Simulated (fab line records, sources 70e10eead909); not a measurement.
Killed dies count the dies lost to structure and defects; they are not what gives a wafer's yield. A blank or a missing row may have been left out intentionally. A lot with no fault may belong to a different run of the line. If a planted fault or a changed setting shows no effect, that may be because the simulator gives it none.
Struck lot and sound lot, side by side :: flow nandHarc :: 15 out of 1302 route steps
Sound: wafers L470.1, L470.2, L470.4. Struck: wafers L461.1, L461.6. (L461.5 of the same lot was not struck and is left out.) The cause comes at the end.
For every step that has rows: the tool of each side, followed by ch and its chambers, followed by its first start. Under that, the readings that differ: sound wafers :: struck wafers :: difference of the means :: sigmas: that difference in standard deviations of wafers without a fault.
alike: a reading whose means differ by less than 2 such deviations, as well as words and numbers matching on both sides. not compared: withheld readings; readings where some wafer has no value; bounds like >300 that might hide an equal value; numbers whose values overlap and for which the record gives no deviation.
Wherever a step has rows on one side only, a row that says differs or no value, or a row with sigmas, the two part there. When numbers do not overlap yet have no deviation, they are printed without sigmas and do not part them. A reading that every wafer of one side lacks parts them only if that side has two wafers or more.

first, 1 step without rows for these wafers: NHARC_A_M0_DEVELOP_08 (develop time 35 s).
NHARC_A_M0_CD_MEAS_09: the cd target is 80 nm.
  sound on cdSem-01 ch 0, day 31 18:50; struck on cdSem-03 ch 0, day 27 17:20
  alike: cdNm
NHARC_A_M0_OVL_MEAS_10: pitch 160 nm.
  sound: overlay-02 at day 31 18:55; struck: overlay-02 at day 27 17:25
  alike: overlayXNm, overlayYNm
NHARC_A_M0_INSPECT_11:
  sound: defectInspect-01 at day 31 18:58; struck: defectInspect-01 at day 27 17:27
  alike: rawDefectCount
NHARC_A_M0_DESCUM_14: chemistry O2, time 3 s.
  sound on rieDiel-03 ch 0,3, day 31 19:01; struck on rieDiel-01 ch 0,2, day 27 17:32
  alike: drypumpMotorCurrentA, oesProductAu, rfVppV, showerheadPlenumPTorr, throttleValvePct
  not compared: rfHoursCounterH
then, 1 step without rows for these wafers: NHARC_A_M0_ETCH_34 (etches the open film in N2/H2, target depth 40 nm, overetch 12 nm, time 43.94 s).
NHARC_A_M0_ETCH_15: etches the open film in C4F8/Ar, target depth 150 nm, overetch 15 nm, time 82.5 s.
  sound: rieDiel-03 ch 2,3; struck: rieDiel-01 ch 0,3
  alike: oesProductAu, rfVppV
  not compared: rfHoursCounterH
NHARC_A_M0_CD_MEAS_16:
  sound: cdSem-03 at day 31 19:22; struck: cdSem-03 at day 27 17:49
  alike: cdNm
NHARC_A_M0_STRIP_18: strips in N2/H2.
  sound on rieDiel-03 ch 0,2,3, day 31 19:26; struck on rieDiel-01 ch 0,1, day 27 17:55
reading: showerheadPlenumPTorr (Torr)
sound: 1.91 1.97 1.91
struck: 2.12 2.19
difference: +0.23
sigmas: +2
  alike: drypumpMotorCurrentA, oesProductAu, rfVppV, throttleValvePct
  not compared: rfHoursCounterH
then, 1 step without rows for these wafers: NHARC_A_M0_STRIP_19 (strips in post etch residue remover, time 600 s).
NHARC_A_M0_DEGAS_28: time 60 s.
  sound: pvdSputter-01 at day 31 20:02; struck: pvdSputter-01 at day 27 18:27
  alike: heaterPowerW
NHARC_A_M0_PRE_CLEAN_29: time 30 s.
  sound on pvdSputter-01; struck on pvdSputter-01
  alike: heaterPowerW
NHARC_A_M0_PVD_20: deposits TaN, target thk 5 nm, time 8.06 s.
  sound: pvdSputter-01 at day 31 20:08; struck: pvdSputter-01 at day 27 18:35
reading: cathodeDcPowerW (W)
sound: 15003 15000 15004
struck: 14462 14463
difference: -540
sigmas: -99 or more
  alike: throttleValvePct
then, 1 step without rows for these wafers: NHARC_A_M0_PVD_21 (deposits Cu, target thk 30 nm, time 20.49 s).
NHARC_END_SORT_01:
  only the struck wafers appear in the record here, on prober-02 ch 0 at day 29 13:17; the sound ones have no rows

== WHERE THEY PART ==
At NHARC_A_M0_STRIP_18 first; at NHARC_END_SORT_01 last (within this record only).

WHY: what had been put in by the simulator
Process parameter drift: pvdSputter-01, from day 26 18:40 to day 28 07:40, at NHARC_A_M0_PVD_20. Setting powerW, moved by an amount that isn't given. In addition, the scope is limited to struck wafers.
